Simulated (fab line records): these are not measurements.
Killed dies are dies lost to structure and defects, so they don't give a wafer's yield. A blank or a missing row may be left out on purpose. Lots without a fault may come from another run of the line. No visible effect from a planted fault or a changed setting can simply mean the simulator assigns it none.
Chamber matching | flow n5_finfet | N5_MOL_CONTACT_COAG_DESCUM_13 on rie_diel-05: 4 sister chambers
The step chemistry O2, time 7 s. 4 wafers are shown with their chamber, then 11 later ones without.

WAFERS, EACH WITH ITS CHAMBER
wafer  | chamber | showerhead_plenum_p_Torr (Torr)
L086.2 | 0       | 2.07
L086.4 | 2       | 2.18
L088.2 | 1       | 2.08
L089.2 | 3       | 2.05

WAFERS WHOSE CHAMBER IS MISSING
wafer  | showerhead_plenum_p_Torr (Torr)
L089.5 | 2.05
L089.6 | 2.07
L093.2 | 2.08
L093.5 | 2.07
L093.6 | 2.04
L094.3 | 2.04
L094.4 | 2.17
L094.5 | 2.07
L096.1 | 2.07
L096.2 | 2.04
L096.5 | 2.04

WHICH CHAMBER EACH ONE RAN IN
wafer  | from the rows above     | in truth
L089.5 | 3                       | 3
L089.6 | can't be placed: 0 or 1 | 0
L093.2 | can't be placed: 1 or 0 | 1
L093.5 | can't be placed: 0 or 1 | 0
L093.6 | 3                       | 3
L094.3 | 3                       | 3
L094.4 | 2                       | 2
L094.5 | can't be placed: 0 or 1 | 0
L096.1 | can't be placed: 0 or 1 | 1
L096.2 | 3                       | 3
L096.5 | 3                       | 3
6 of 11 placed correctly. Not placeable from these rows: 5 (in 5, the candidates include the true chamber). Number placed wrongly: 0.
How it was worked out, from the rows above alone: a wafer's distance from a chamber is the root of the sum, over the readings, of the square of ((its reading less the chamber's mean) divided by the reading's scatter). If the next closest chamber is less than 2 further off than the closest, the wafer can't be placed; otherwise it belongs to the closest. Each chamber's mean is taken over the wafers shown for it. The scatter: root of mean squared gap, hidden wafer to nearest shown wafer, with one shown wafer a chamber.
